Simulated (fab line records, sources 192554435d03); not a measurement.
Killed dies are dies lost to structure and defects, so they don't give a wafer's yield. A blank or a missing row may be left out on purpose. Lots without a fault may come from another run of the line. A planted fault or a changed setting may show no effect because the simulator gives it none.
fab line records | flow n5_finfet
record lots=24 wafers=72 last_day=17
route steps=1938 shown BEOL_M1@830 BEOL_M2@843
lots that met no fault: from a run of the same line without faults
start_h: hours from the record's first day to the start of the lot's first wafer shown | wait_h: hours since the lot's step before | " the same as in the row above | L1.1+2: a row that stands for several wafers | - no value, or no start given | * or withheld: withheld | < > ~ a bound
route shown NAME@n: a module of which the file shows steps, and the number in the route of the first | usual: mean/standard deviation of fault-free wafers | same: alike in all rows | chamber/n: place in a boat | sites: the reading at each site | _std_site: their standard deviation | _edge_site: outer sites' mean less inner sites' | radius_mm: how far each site lies from the wafer's centre | mask NAME#n: copy n | behind: the tool/chamber that last shaped the wafer | hold: why the lot was held/for how many hours/how that ended | device: the transistor (n, p or np) that didn't switch | end of line: the same wafers' tests at the end of the route | a step without rows: its recipe alone | killed: dies lost to structure and defects at the first sort, not the wafer's yield | map: a wafer's dies, x killed, . not, _ none there
set.NAME: the setting as run; set.NAME@STEP: as run at that earlier step | model.NAME: the simulator's own value behind a step, which no gauge read
steps of the route over a sample of lots; a table a step, a row a wafer
services: from which hour (start_h, from the record's first day; less than 0 if before it) a tool's chamber was out of use, for how many hours, and why
## steps
# step N5_BEOL_M1_SPUTTER_96
# recipe material=Cu target_thk_a=45 temp_c=-20 chamber_pressure_pa=0.07 power_w=withheld time_s=8.29
# usual throttle_valve_pct=30.0/1.2
# columns lot.wafer tool chamber start_h wait_h throttle_valve_pct
L074.2 pvd_sputter-01 - 130.59 0.1 31.9
L074.3 " - " " 31.3
L074.5 " - " " 31.2
L075.3 pvd_sputter-02 - 134.14 0.1 28.7
L075.4 " - " " 29.8
L075.6 " - " " 28.3
L076.3 pvd_sputter-03 - 142.26 0.1 29.3
L076.4 " - " " 29.6
L076.6 " - " " 29.4
L077.1 pvd_sputter-01 - 147.84 0.1 30.9
L077.3 " - " " 31.8
L077.4 " - " " 32.0
L078.1 pvd_sputter-01 - 158.91 0.1 31.2
L078.3 " - " " 32.0
L078.5 " - " " 30.9
L079.1 pvd_sputter-03 - 163.30 0.1 30.3
L079.4 " - " " 29.3
L079.6 " - " " 29.8
L081.1 pvd_sputter-02 - 174.35 0.1 29.2
L081.2 " - " " 28.7
L081.3 " - " " 28.2
L080.1 pvd_sputter-01 - 179.95 0.1 31.7
L080.2 " - " " 30.7
L080.4 " - " " 31.8
L082.2 pvd_sputter-03 - 184.43 0.1 30.4
L082.4 " - " " 30.6
L082.6 " - " " 30.7
L083.3 pvd_sputter-01 - 190.35 0.1 30.9
L083.5 " - " " 31.9
L083.6 " - " " 32.0
L084.3 pvd_sputter-02 - 191.15 0.1 29.5
L084.4 " - " " 28.6
L084.5 " - " " 29.2
L085.3 pvd_sputter-03 - 204.90 0.1 30.4
L085.5 " - " " 29.2
L085.6 " - " " 30.3
L086.2 pvd_sputter-03 - 210.47 0.1 30.3
L086.3 " - " " 30.6
L086.5 " - " " 29.7
L087.2 pvd_sputter-01 - 210.93 0.1 31.9
L087.3 " - " " 31.3
L087.4 " - " " 30.9
L088.3 pvd_sputter-02 - 211.20 0.1 29.7
L088.4 " - " " 29.2
L088.6 " - " " 28.8
L089.4 pvd_sputter-02 - 214.58 0.1 29.5
L089.5 " - " " 29.3
L089.6 " - " " 28.2
L090.3 pvd_sputter-03 - 230.07 0.1 29.4
L090.4 " - " " 30.6
L090.5 " - " " 29.3
L091.1 pvd_sputter-02 - 233.78 0.1 28.5
L091.2 " - " " 28.2
L091.5 " - " " 29.0
L092.1 pvd_sputter-02 - 237.77 0.1 29.2
L092.2 " - " " 28.0
L092.3 " - " " 29.6
L093.1 pvd_sputter-02 - 240.61 0.1 28.4
L093.2 " - " " 28.0
L093.3 " - " " 29.9
L094.2 pvd_sputter-02 - 246.01 0.1 29.7
L094.4 " - " " 28.9
L094.5 " - " " 27.9
L095.1 pvd_sputter-01 - 253.15 0.1 31.9
L095.2 " - " " 31.3
L095.3 " - " " 32.0
L096.2 pvd_sputter-03 - 260.69 0.1 30.7
L096.3 " - " " 29.4
L096.4 " - " " 29.7
L097.1 pvd_sputter-02 - 264.82 0.1 28.6
L097.3 " - " " 29.9
L097.6 " - " " 28.3
# step N5_BEOL_M2_PECVD_72
# recipe material=SiO2 target_thk_a=160 temp_c=400 precursor=TEOS/O2 pressure_torr=5.5 rf_w=450 teos_flow_sccm=53.8 gas=O2 flow_sccm=3000 time_s=18
# usual heater_power_w=672/72 showerhead_plenum_p_Torr=8.77/0.06 throttle_valve_pct=22.7/1.2
# columns lot.wafer tool chamber start_h wait_h heater_power_w showerhead_plenum_p_Torr throttle_valve_pct
L074.2 pecvd-04 2 131.83 0.0 696 8.81 22.0
L074.3 " 0 " " 645 8.75 22.7
L074.5 " 2 " " 706 8.82 21.8
L075.3 pecvd-01 2 135.37 0.0 548 8.80 23.4
L075.4 " 2 " " 546 8.78 23.5
L075.6 " 0 " " 739 8.67 21.5
L076.3 pecvd-01 2 143.50 0.0 634 8.80 23.5
L076.4 " 0 " " 675 8.67 21.4
L076.6 " 2 " " 636 8.79 23.3
L077.1 pecvd-04 2 149.09 0.0 630 8.79 21.8
L077.3 " 0 " " 610 8.74 22.4
L077.4 " 0 " " 625 8.74 22.6
L078.1 pecvd-03 1 160.13 0.0 523 8.76 23.9
L078.3 " 0 " " 794 8.83 22.2
L078.5 " 0 " " 789 8.84 22.3
L079.1 pecvd-03 0 164.52 0.0 737 8.84 22.2
L079.4 " 2 " " 588 8.76 20.7
L079.6 " 1 " " 656 8.74 23.7
L081.1 pecvd-01 2 175.56 0.0 632 8.81 23.5
L081.2 " 0 " " 692 8.68 21.3
L081.3 " 1 " " 745 8.77 22.2
L080.1 pecvd-01 1 181.25 0.0 728 8.74 22.3
L080.2 " 0 " " 712 8.67 21.4
L080.4 " 2 " " 624 8.82 23.6
L082.2 pecvd-01 0 185.64 0.0 702 8.67 21.4
L082.4 " 0 " " 704 8.66 21.5
L082.6 " 1 " " 794 8.75 22.4
L083.3 pecvd-01 2 191.69 0.0 630 8.80 23.6
L083.5 " 0 " " 614 8.67 21.3
L083.6 " 2 " " 627 8.79 23.6
L084.3 pecvd-04 1 192.38 0.0 669 8.86 25.2
L084.4 " 0 " " 616 8.73 22.8
L084.5 " 2 " " 632 8.82 21.6
L085.3 pecvd-04 0 207.18 0.0 646 8.74 22.6
L085.5 " 2 " " 607 8.82 22.1
L085.6 " 1 " " 634 8.88 24.7
L086.2 pecvd-04 1 211.98 0.0 565 8.88 25.2
L086.3 " 0 " " 624 8.74 22.6
L086.5 " 2 " " 607 8.81 22.2
L087.2 pecvd-04 0 212.19 0.0 653 8.74 22.8
L087.3 " 2 " " 591 8.82 22.2
L087.4 " 2 " " 589 8.80 21.9
L088.3 pecvd-01 0 213.20 0.0 722 8.67 21.4
L088.4 " 2 " " 653 8.79 23.5
L088.6 " 1 " " 739 8.78 22.7
L089.4 pecvd-01 1 216.00 0.1 830 8.74 22.4
L089.5 " 2 " " 673 8.78 23.5
L089.6 " 0 " " 754 8.65 21.3
L090.3 pecvd-03 0 231.69 0.0 794 8.82 22.4
L090.4 " 1 " " 594 8.76 24.0
L090.5 " 0 " " 783 8.83 22.4
L091.1 pecvd-04 0 236.48 0.0 642 8.72 22.9
L091.2 " 1 " " 712 8.87 24.9
L091.5 " 1 " " 682 8.86 25.2
L092.1 pecvd-01 0 238.99 0.0 728 8.68 21.5
L092.2 " 1 " " 714 8.76 22.6
L092.3 " 2 " " 606 8.78 23.7
L093.1 pecvd-04 0 241.86 0.0 631 8.74 22.8
L093.2 " 2 " " 572 8.82 22.2
L093.3 " 2 " " 583 8.82 22.3
L094.2 pecvd-03 2 247.26 0.0 680 8.75 20.9
L094.4 " 2 " " 693 8.78 20.7
L094.5 " 0 " " 762 8.83 22.6
L095.1 pecvd-03 1 254.57 0.0 582 8.76 23.8
L095.2 " 2 " " 630 8.75 20.8
L095.3 " 0 " " 844 8.85 22.5
L096.2 pecvd-01 2 261.96 0.0 663 8.79 23.6
L096.3 " 0 " " 691 8.69 21.5
L096.4 " 0 " " 714 8.68 21.4
L097.1 pecvd-01 0 266.03 0.0 762 8.66 21.5
L097.3 " 2 " " 626 8.80 23.8
L097.6 " 0 " " 763 8.68 21.4
# step N5_BEOL_M2_INSPECT_30
# recipe mode=adi inspect_instrument=brightfield
# usual raw_defect_count=431/110
# columns lot.wafer tool chamber start_h wait_h raw_defect_count
L074.2 defect_inspect-01 - 134.93 0.0 459
L074.3 " - " " 387
L074.5 " - " " 496
L075.3 defect_inspect-02 - 138.87 0.0 285
L075.4 " - " " 280
L075.6 " - " " 329
L076.3 defect_inspect-02 - 145.91 0.1 436
L076.4 " - " " 712
L076.6 " - " " 412
L077.1 defect_inspect-02 - 151.52 0.1 505
L077.3 " - " " 372
L077.4 " - " " 488
L078.1 defect_inspect-01 - 162.89 0.1 627
L078.3 " - " " 704
L078.5 " - " " 683
L079.1 defect_inspect-01 - 168.07 0.1 486
L079.4 " - " " 506
L079.6 " - " " 580
L081.1 defect_inspect-01 - 180.17 0.1 499
L081.2 " - " " 487
L081.3 " - " " 407
L080.1 defect_inspect-01 - 184.08 0.1 576
L080.2 " - " " 456
L080.4 " - " " 575
L082.2 defect_inspect-02 - 187.36 0.0 456
L082.4 " - " " 258
L082.6 " - " " 417
L083.3 defect_inspect-01 - 194.28 0.0 306
L083.5 " - " " 305
L083.6 " - " " 395
L084.3 defect_inspect-01 - 194.47 0.0 322
L084.4 " - " " 365
L084.5 " - " " 382
L085.3 defect_inspect-01 - 209.24 0.0 377
L085.5 " - " " 382
L085.6 " - " " 452
L086.2 defect_inspect-02 - 213.65 0.0 327
L086.3 " - " " 344
L086.5 " - " " 382
L087.2 defect_inspect-02 - 214.08 0.0 372
L087.3 " - " " 288
L087.4 " - " " 262
L088.3 defect_inspect-01 - 216.26 0.0 456
L088.4 " - " " 388
L088.6 " - " " 552
L089.4 defect_inspect-01 - 217.65 0.0 428
L089.5 " - " " 522
L089.6 " - " " 471
L090.3 defect_inspect-02 - 233.40 0.0 382
L090.4 " - " " 435
L090.5 " - " " 470
L091.1 defect_inspect-02 - 239.68 0.1 696
L091.2 " - " " 453
L091.5 " - " " 426
L092.1 defect_inspect-01 - 242.52 0.1 524
L092.2 " - " " 642
L092.3 " - " " 559
L093.1 defect_inspect-01 - 244.37 0.1 351
L093.2 " - " " 387
L093.3 " - " " 363
L094.2 defect_inspect-02 - 249.80 0.0 372
L094.4 " - " " 275
L094.5 " - " " 469
L095.1 defect_inspect-02 - 258.55 0.1 382
L095.2 " - " " 885
L095.3 " - " " 451
L096.2 defect_inspect-01 - 263.94 0.1 390
L096.3 " - " " 331
L096.4 " - " " 302
L097.1 defect_inspect-02 - 270.12 0.1 295
L097.3 " - " " 480
L097.6 " - " " 419
# step N5_BEOL_M2_DESCUM_33
# recipe chemistry=O2 time_s=7 source_power_w=50 bias_power_w=20 pressure_mtorr=20 rf_frequency_hz=2.712e+07 temp_c=40 resist=CAR-EUV o2_flow_sccm=225
# usual drypump_motor_current_A=5.8/0.52 oes_product_au=0.83/0.055 rf_vpp_V=243.4/1.3 showerhead_plenum_p_Torr=2.12/0.071 throttle_valve_pct=20.47/0.26
# columns lot.wafer tool chamber start_h wait_h drypump_motor_current_A oes_product_au rf_hours_counter_h rf_vpp_V showerhead_plenum_p_Torr throttle_valve_pct
L074.2 rie_diel-01 0 134.96 0.0 5.3 0.85 63 244.2 2.12 20.13
L074.3 " 3 " " 5.6 0.84 77 244.3 2.10 20.60
L074.5 " 0 " " 5.2 0.85 - 243.9 2.12 20.13
L075.3 rie_diel-03 1 139.77 0.9 6.6 0.80 105 243.7 2.11 20.84
L075.4 " 2 " " 5.7 0.78 147 242.9 2.01 20.44
L075.6 " 0 " " 5.6 0.95 - 243.0 2.14 20.31
L076.3 rie_diel-01 0 146.79 0.9 5.3 0.84 68 243.7 2.12 20.12
L076.4 " 3 " " 5.5 0.83 82 243.5 2.10 20.57
L076.6 " 0 " " 5.2 0.85 - 243.9 2.12 20.16
L077.1 rie_diel-06 2 151.56 0.0 5.1 0.73 160 242.4 2.01 20.63
L077.3 " 3 " " 6.7 0.92 28 244.5 2.21 20.31
L077.4 " 0 " " 6.4 0.88 34 244.7 2.21 19.86
L078.1 rie_diel-03 1 163.63 0.7 6.6 0.78 114 243.0 2.10 20.86
L078.3 " 2 " " 5.8 0.77 158 239.5 2.00 20.45
L078.5 " 3 " " 5.3 0.87 - 245.7 2.22 20.53
L079.1 rie_diel-01 1 168.32 0.2 6.0 0.87 66 242.1 2.04 20.87
L079.4 " 2 " " 6.3 0.89 32 242.7 2.11 20.40
L079.6 " 0 " " 5.3 0.83 - 242.9 2.12 20.15
L081.1 rie_diel-01 1 181.27 1.1 6.0 0.86 72 242.5 2.04 20.87
L081.2 " 3 " " 5.5 0.81 94 243.6 2.10 20.60
L081.3 " 0 " " 5.2 0.82 83 243.5 2.12 20.17
L080.1 rie_diel-06 3 184.11 0.0 6.8 0.89 44 244.8 2.21 20.33
L080.2 " 1 " " 5.7 0.87 58 243.0 2.14 20.51
L080.4 " 3 " " 6.8 0.89 - 244.8 2.21 20.34
L082.2 rie_diel-01 1 187.51 0.2 6.0 0.85 76 243.1 2.04 20.88
L082.4 " 2 " " 6.3 0.86 41 244.2 2.11 20.40
L082.6 " 3 " " 5.5 0.81 - 242.5 2.10 20.60
L083.3 rie_diel-06 1 194.71 0.4 5.7 0.85 62 242.3 2.14 20.51
L083.5 " 1 " " 5.7 0.87 - 242.0 2.14 20.51
L083.6 " 0 " " 6.4 0.85 - 243.7 2.20 19.91
L084.3 rie_diel-06 0 194.82 0.4 6.4 0.85 55 244.3 2.20 19.90
L084.4 " 3 " " 6.8 0.88 48 245.0 2.21 20.36
L084.5 " 0 " " 6.4 0.84 - 244.4 2.20 19.90
L085.3 rie_diel-03 0 209.27 0.0 5.5 0.91 23 243.7 2.13 20.36
L085.5 " 3 " " 5.3 0.85 - 244.5 2.21 20.54
L085.6 " 2 " " 5.8 0.76 - 243.2 2.00 20.46
L086.2 rie_diel-06 0 213.68 0.0 6.4 0.83 61 244.6 2.20 19.92
L086.3 " 3 " " 6.8 0.87 54 244.1 2.20 20.35
L086.5 " 1 " " 5.7 0.86 - 243.1 2.14 20.51
L087.2 rie_diel-03 1 214.28 0.2 6.6 0.78 125 241.9 2.10 20.87
L087.3 " 2 " " 5.7 0.76 169 241.6 2.00 20.45
L087.4 " 3 " " 5.2 0.85 75 244.4 2.21 20.55
L088.3 rie_diel-03 1 216.29 0.0 6.6 0.78 126 243.4 2.10 20.87
L088.4 " 0 " " 5.5 0.90 26 243.1 2.13 20.35
L088.6 " 3 " " 5.3 0.84 - 244.4 2.21 20.55
L089.4 rie_diel-01 3 217.68 0.0 5.5 0.80 108 243.5 2.09 20.63
L089.5 " 3 " " 5.5 0.80 - 243.1 2.09 20.63
L089.6 " 0 " " 5.2 0.82 - 243.2 2.11 20.19
L090.3 rie_diel-03 2 233.45 0.0 5.7 0.76 177 242.3 2.00 20.48
L090.4 " 3 " " 5.2 0.85 82 244.4 2.21 20.56
L090.5 " 2 " " 5.8 0.76 - 241.1 2.00 20.48
L091.1 rie_diel-06 0 239.72 0.0 6.4 0.83 69 244.9 2.20 19.92
L091.2 " 2 " " 5.1 0.71 186 241.2 2.00 20.65
L091.5 " 1 " " 5.7 0.86 - 244.4 2.14 20.52
L092.1 rie_diel-06 3 242.59 0.1 6.8 0.86 64 244.7 2.20 20.38
L092.2 " 2 " " 5.1 0.72 187 240.7 2.00 20.65
L092.3 " 0 " " 6.4 0.84 70 244.5 2.20 19.92
L093.1 rie_diel-03 2 244.41 0.0 5.7 0.75 180 242.4 2.00 20.48
L093.2 " 0 " " 5.5 0.87 35 242.9 2.13 20.35
L093.3 " 1 " " 6.5 0.76 136 243.7 2.09 20.90
L094.2 rie_diel-01 0 250.39 0.6 5.2 0.80 109 243.1 2.11 20.20
L094.4 " 1 " " 6.0 0.84 99 242.4 2.03 20.92
L094.5 " 3 " " 5.5 0.78 - 243.1 2.09 20.64
L095.1 rie_diel-03 2 258.59 0.0 5.8 0.75 184 242.9 1.99 20.47
L095.2 " 3 " " 5.3 0.84 90 245.4 2.21 20.58
L095.3 " 1 " " 6.6 0.76 141 242.9 2.09 20.90
L096.2 rie_diel-06 0 263.97 0.0 6.4 0.82 78 244.1 2.19 19.93
L096.3 " 2 " " 5.1 0.70 194 240.6 2.00 20.67
L096.4 " 1 " " 5.7 0.84 83 244.3 2.13 20.53
L097.1 rie_diel-03 2 270.16 0.0 5.8 0.75 189 241.2 1.99 20.48
L097.3 " 3 " " 5.3 0.83 94 244.7 2.20 20.57
L097.6 " 1 " " 6.6 0.75 - 242.1 2.09 20.90
# step N5_BEOL_M2_ETCH_69
# recipe chemistry=CF4 target=SiARC target_depth_a=156 mask_material=CAR-EUV time_s=26 ion_energy_ev=80 pressure_mtorr=40 source_w=545 bias_w=36 Ar_flow_sccm=100 cf4_flow_sccm=100 ends=cleared
# usual drypump_motor_current_A=5.8/0.52 etch_rf_on_time_s=26.0/0.6 oes_product_au=0.71/0.046 rf_vpp_V=184.2/1.3 showerhead_plenum_p_Torr=2.17/0.074 throttle_valve_pct=15.63/0.2
# columns lot.wafer tool chamber start_h wait_h drypump_motor_current_A etch_rf_on_time_s oes_product_au rf_hours_counter_h rf_vpp_V showerhead_plenum_p_Torr throttle_valve_pct
L074.2 rie_diel-01 0 135.01 0.0 5.2 26.1 0.72 63 183.8 2.19 15.34
L074.3 " 3 " " 5.5 26.4 0.69 77 183.5 2.17 15.76
L074.5 " 0 " " 5.3 26.1 0.72 - 185.2 2.19 15.33
L075.3 rie_diel-03 1 139.82 0.0 6.5 25.9 0.68 105 183.3 2.15 15.86
L075.4 " 2 " " 5.7 25.9 0.67 147 183.6 2.07 15.64
L075.6 " 0 " " 5.5 27.2 0.80 - 183.4 2.19 15.40
L076.3 rie_diel-01 0 146.84 0.0 5.2 25.9 0.73 68 185.3 2.18 15.35
L076.4 " 3 " " 5.5 26.1 0.70 82 185.2 2.17 15.78
L076.6 " 0 " " 5.2 25.9 0.73 - 185.0 2.18 15.34
L077.1 rie_diel-06 2 151.61 0.0 5.1 26.2 0.63 160 183.6 2.05 15.72
L077.3 " 3 " " 6.8 25.3 0.78 28 186.6 2.26 15.51
L077.4 " 0 " " 6.4 26.0 0.75 34 184.6 2.28 15.20
L078.1 rie_diel-03 1 163.68 0.0 6.6 25.7 0.67 114 185.0 2.14 15.88
L078.3 " 2 " " 5.8 25.9 0.66 158 182.8 2.06 15.65
L078.5 " 3 " " 5.3 25.2 0.74 - 185.1 2.27 15.67
L079.1 rie_diel-01 1 168.37 0.0 6.0 25.8 0.74 66 182.7 2.08 15.89
L079.4 " 2 " " 6.3 26.4 0.74 32 185.0 2.19 15.70
L079.6 " 0 " " 5.2 26.0 0.72 - 184.5 2.18 15.36
L081.1 rie_diel-01 1 181.32 0.0 6.0 25.4 0.74 72 184.1 2.08 15.90
L081.2 " 3 " " 5.6 25.9 0.69 94 182.2 2.16 15.80
L081.3 " 0 " " 5.2 25.6 0.71 83 184.2 2.18 15.38
L080.1 rie_diel-06 3 184.16 0.0 6.8 25.6 0.76 44 185.7 2.26 15.52
L080.2 " 1 " " 5.7 25.3 0.76 58 183.5 2.18 15.57
L080.4 " 3 " " 6.8 25.4 0.76 - 185.1 2.26 15.51
L082.2 rie_diel-01 1 187.56 0.0 6.0 25.5 0.74 76 182.6 2.08 15.91
L082.4 " 2 " " 6.3 26.7 0.73 41 185.5 2.18 15.70
L082.6 " 3 " " 5.5 26.4 0.69 - 183.8 2.16 15.80
L083.3 rie_diel-06 1 194.76 0.0 5.7 25.0 0.76 62 185.8 2.18 15.60
L083.5 " 1 " " 5.7 25.1 0.75 - 185.4 2.18 15.60
L083.6 " 0 " " 6.4 25.8 0.72 - 185.7 2.27 15.22
L084.3 rie_diel-06 0 194.87 0.0 6.4 26.0 0.72 55 186.6 2.27 15.23
L084.4 " 3 " " 6.7 25.5 0.75 48 186.2 2.26 15.54
L084.5 " 0 " " 6.4 26.0 0.72 - 184.5 2.27 15.23
L085.3 rie_diel-03 0 209.32 0.0 5.5 27.1 0.76 23 182.2 2.18 15.45
L085.5 " 3 " " 5.3 25.1 0.73 - 184.9 2.27 15.69
L085.6 " 2 " " 5.7 26.1 0.65 - 182.8 2.06 15.68
L086.2 rie_diel-06 0 213.73 0.0 6.4 26.2 0.72 61 185.8 2.27 15.25
L086.3 " 3 " " 6.7 25.4 0.75 54 184.6 2.25 15.53
L086.5 " 1 " " 5.7 25.2 0.75 - 182.8 2.18 15.60
L087.2 rie_diel-03 1 214.33 0.0 6.5 25.8 0.67 125 185.5 2.14 15.91
L087.3 " 2 " " 5.7 25.8 0.65 169 181.7 2.06 15.67
L087.4 " 3 " " 5.3 25.2 0.73 75 185.9 2.27 15.68
L088.3 rie_diel-03 1 216.35 0.0 6.6 25.8 0.66 126 184.8 2.14 15.91
L088.4 " 0 " " 5.5 27.2 0.75 26 186.8 2.18 15.46
L088.6 " 3 " " 5.3 25.0 0.73 - 186.2 2.27 15.69
L089.4 rie_diel-01 3 217.73 0.0 5.6 26.5 0.67 108 184.8 2.16 15.83
L089.5 " 3 " " 5.5 26.6 0.68 - 183.6 2.16 15.85
L089.6 " 0 " " 5.2 25.8 0.69 - 184.4 2.17 15.41
L090.3 rie_diel-03 2 233.50 0.0 5.8 26.3 0.64 177 182.9 2.06 15.70
L090.4 " 3 " " 5.3 25.1 0.73 82 185.2 2.27 15.71
L090.5 " 2 " " 5.8 26.2 0.65 - 182.4 2.06 15.69
L091.1 rie_diel-06 0 239.77 0.0 6.4 26.3 0.71 69 184.3 2.27 15.25
L091.2 " 2 " " 5.1 26.3 0.61 186 183.6 2.04 15.78
L091.5 " 1 " " 5.7 25.1 0.74 - 184.6 2.18 15.62
L092.1 rie_diel-06 3 242.64 0.0 6.7 25.9 0.73 64 184.9 2.25 15.56
L092.2 " 2 " " 5.1 26.3 0.61 187 182.6 2.04 15.79
L092.3 " 0 " " 6.4 26.4 0.70 70 186.1 2.27 15.27
L093.1 rie_diel-03 2 244.46 0.0 5.8 26.1 0.64 180 182.7 2.06 15.70
L093.2 " 0 " " 5.5 27.3 0.74 35 184.3 2.18 15.48
L093.3 " 1 " " 6.6 25.8 0.66 136 185.6 2.13 15.94
L094.2 rie_diel-01 0 250.44 0.0 5.2 26.1 0.69 109 183.6 2.17 15.43
L094.4 " 1 " " 6.0 26.0 0.72 99 181.7 2.07 15.94
L094.5 " 3 " " 5.6 26.9 0.66 - 183.8 2.15 15.86
L095.1 rie_diel-03 2 258.64 0.0 5.8 26.3 0.64 184 182.1 2.06 15.70
L095.2 " 3 " " 5.3 25.2 0.71 90 186.0 2.26 15.72
L095.3 " 1 " " 6.6 26.4 0.64 141 183.8 2.13 15.93
L096.2 rie_diel-06 0 264.02 0.0 6.4 26.0 0.70 78 186.8 2.26 15.27
L096.3 " 2 " " 5.1 26.3 0.60 194 181.3 2.03 15.80
L096.4 " 1 " " 5.7 25.1 0.73 83 185.9 2.17 15.64
L097.1 rie_diel-03 2 270.21 0.0 5.8 26.3 0.63 189 182.7 2.05 15.73
L097.3 " 3 " " 5.2 25.3 0.70 94 184.7 2.26 15.73
L097.6 " 1 " " 6.6 26.1 0.65 - 183.7 2.13 15.96
# step N5_BEOL_M2_ETCHBACK_99
# recipe chemistry=CHF3 target=SiO2 target_depth_a=50 time_s=10.4 source_w=215 bias_w=47 Ar_flow_sccm=200 CHF3_flow_sccm=12 ion_energy_ev=100 pressure_mtorr=30
# usual drypump_motor_current_A=5.8/0.48 oes_product_au=0.83/0.05 rf_vpp_V=243/4.8 showerhead_plenum_p_Torr=2.18/0.068 throttle_valve_pct=17.17/0.21
# columns lot.wafer tool chamber start_h wait_h drypump_motor_current_A oes_product_au rf_hours_counter_h rf_vpp_V showerhead_plenum_p_Torr throttle_valve_pct
L074.2 rie_diel-01 2 139.34 4.2 6.3 0.90 22 249 2.20 17.15
L074.3 " 0 " " 5.2 0.85 65 245 2.20 16.80
L074.5 " 1 " " 6.0 0.88 - 236 2.11 17.43
L075.3 rie_diel-03 1 140.08 0.1 6.6 0.80 105 236 2.16 17.41
L075.4 " 0 " " 5.5 0.96 4 244 2.21 16.93
L075.6 " 1 " " 6.5 0.80 - 237 2.16 17.41
L076.3 rie_diel-01 3 155.20 8.2 5.5 0.82 84 245 2.18 17.26
L076.4 " 0 " " 5.2 0.84 72 245 2.19 16.83
L076.6 " 3 " " 5.5 0.82 - 243 2.18 17.25
L077.1 rie_diel-03 3 155.54 3.8 5.3 0.86 61 247 2.29 17.19
L077.3 " 0 " " 5.5 0.93 10 245 2.21 16.96
L077.4 " 2 " " 5.8 0.79 - 248 2.09 17.19
L078.1 rie_diel-01 1 167.95 4.0 6.0 0.87 66 235 2.10 17.45
L078.3 " 3 " " 5.6 0.80 88 244 2.17 17.29
L078.5 " 1 " " 6.0 0.86 - 235 2.10 17.43
L079.1 rie_diel-01 1 179.16 10.7 6.0 0.85 71 236 2.10 17.46
L079.4 " 0 " " 5.2 0.83 82 245 2.19 16.84
L079.6 " 3 " " 5.5 0.81 - 243 2.17 17.27
L081.1 rie_diel-01 3 183.90 2.5 5.5 0.80 96 243 2.17 17.31
L081.2 " 0 " " 5.2 0.82 85 245 2.19 16.85
L081.3 " 2 " " 6.3 0.85 39 249 2.19 17.17
L080.1 rie_diel-03 0 185.23 0.1 5.6 0.91 15 243 2.20 16.95
L080.2 " 1 " " 6.6 0.79 115 237 2.16 17.41
L080.4 " 3 " " 5.3 0.86 66 247 2.29 17.20
L082.2 rie_diel-03 2 188.29 0.5 5.8 0.77 161 247 2.08 17.22
L082.4 " 0 " " 5.5 0.92 16 242 2.20 16.96
L082.6 " 0 " " 5.6 0.91 - 245 2.20 16.95
L083.3 rie_diel-01 2 197.34 2.4 6.3 0.85 45 248 2.19 17.17
L083.5 " 0 " " 5.2 0.81 - 244 2.19 16.85
L083.6 " 3 " " 5.5 0.79 - 245 2.17 17.28
L084.3 rie_diel-03 2 202.37 7.4 5.7 0.77 166 247 2.08 17.20
L084.4 " 3 " " 5.3 0.85 71 247 2.29 17.19
L084.5 " 0 " " 5.5 0.90 - 244 2.20 16.96
L085.3 rie_diel-03 1 210.72 1.3 6.6 0.78 124 235 2.16 17.44
L085.5 " 3 " " 5.3 0.85 - 248 2.29 17.21
L085.6 " 2 " " 5.8 0.77 - 246 2.08 17.21
L086.2 rie_diel-01 2 214.43 0.6 6.3 0.84 51 250 2.19 17.18
L086.3 " 0 " " 5.2 0.81 95 243 2.18 16.87
L086.5 " 1 " " 6.0 0.85 - 234 2.10 17.47
L088.3 rie_diel-01 0 220.57 3.9 5.3 0.81 97 244 2.18 16.87
L088.4 " 3 " " 5.5 0.78 109 244 2.17 17.31
L088.6 " 1 " " 6.0 0.85 - 236 2.10 17.50
L087.2 rie_diel-01 3 225.95 11.5 5.5 0.79 112 244 2.17 17.30
L087.3 " 1 " " 6.0 0.84 90 236 2.10 17.48
L087.4 " 2 " " 6.2 0.85 55 250 2.19 17.20
L089.4 rie_diel-06 3 226.82 8.9 6.8 0.86 59 243 2.26 16.98
L089.5 " 2 " " 5.1 0.70 - 236 2.04 17.22
L089.6 " 3 " " 6.8 0.87 - 242 2.26 16.98
L090.3 rie_diel-03 3 237.13 3.5 5.3 0.84 83 247 2.29 17.22
L090.4 " 1 " " 6.6 0.76 134 237 2.15 17.46
L090.5 " 1 " " 6.6 0.77 - 236 2.15 17.45
L091.1 rie_diel-03 1 242.44 2.5 6.5 0.76 136 236 2.15 17.45
L091.2 " 3 " " 5.3 0.83 85 247 2.28 17.22
L091.5 " 3 " " 5.3 0.83 - 248 2.28 17.22
L092.1 rie_diel-06 1 249.91 7.1 5.7 0.86 78 239 2.19 17.08
L092.2 " 2 " " 5.1 0.70 189 237 2.04 17.24
L092.3 " 3 " " 6.8 0.86 66 244 2.26 17.01
L093.1 rie_diel-03 2 252.82 8.2 5.7 0.75 182 246 2.08 17.26
L093.2 " 0 " " 5.5 0.86 38 244 2.20 17.00
L093.3 " 3 " " 5.3 0.83 88 245 2.28 17.24
L094.2 rie_diel-01 2 258.48 7.9 6.3 0.83 64 250 2.18 17.21
L094.4 " 0 " " 5.2 0.80 112 244 2.18 16.89
L094.5 " 0 " " 5.2 0.79 - 244 2.18 16.89
L095.1 rie_diel-06 0 261.58 2.8 6.4 0.82 77 240 2.28 16.71
L095.2 " 1 " " 5.7 0.84 82 238 2.18 17.07
L095.3 " 2 " " 5.1 0.70 193 236 2.04 17.25
L096.2 rie_diel-03 3 264.90 0.7 5.3 0.83 92 246 2.28 17.24
L096.3 " 2 " " 5.7 0.75 187 246 2.07 17.25
L096.4 " 1 " " 6.6 0.75 144 235 2.15 17.47
L097.1 rie_diel-03 3 274.52 3.2 5.3 0.82 96 248 2.28 17.25
L097.3 " 1 " " 6.6 0.75 147 236 2.15 17.48
L097.6 " 3 " " 5.3 0.82 - 246 2.28 17.24
## services
# columns tool chamber start_h hours kind
rie_diel-03 0 112.82 - clean
rie_diel-03 0 112.82 - consumable_replace:focus_ring
rie_diel-03 0 112.82 19.3 scheduled_down
rie_diel-03 0 112.82 19.3 vent_cycle
pecvd-01 - 118.40 14.6 pm
rie_diel-06 - 142.82 4.3 pm
pecvd-03 0 143.75 5.5 scheduled_down
rie_diel-03 1 153.56 4.8 repair
pecvd-04 1 164.43 2.1 scheduled_down
rie_diel-03 - 167.43 14.6 pm
rie_diel-06 - 182.72 0.3 repair
pecvd-04 2 186.19 2.1 scheduled_down
rie_diel-03 - 189.91 1.7 repair
pecvd-01 - 192.68 0.7 repair
pecvd-03 2 211.12 2.1 scheduled_down
pecvd-03 - 218.46 1.1 repair
pecvd-04 1 237.00 5.5 scheduled_down
## key
fault none
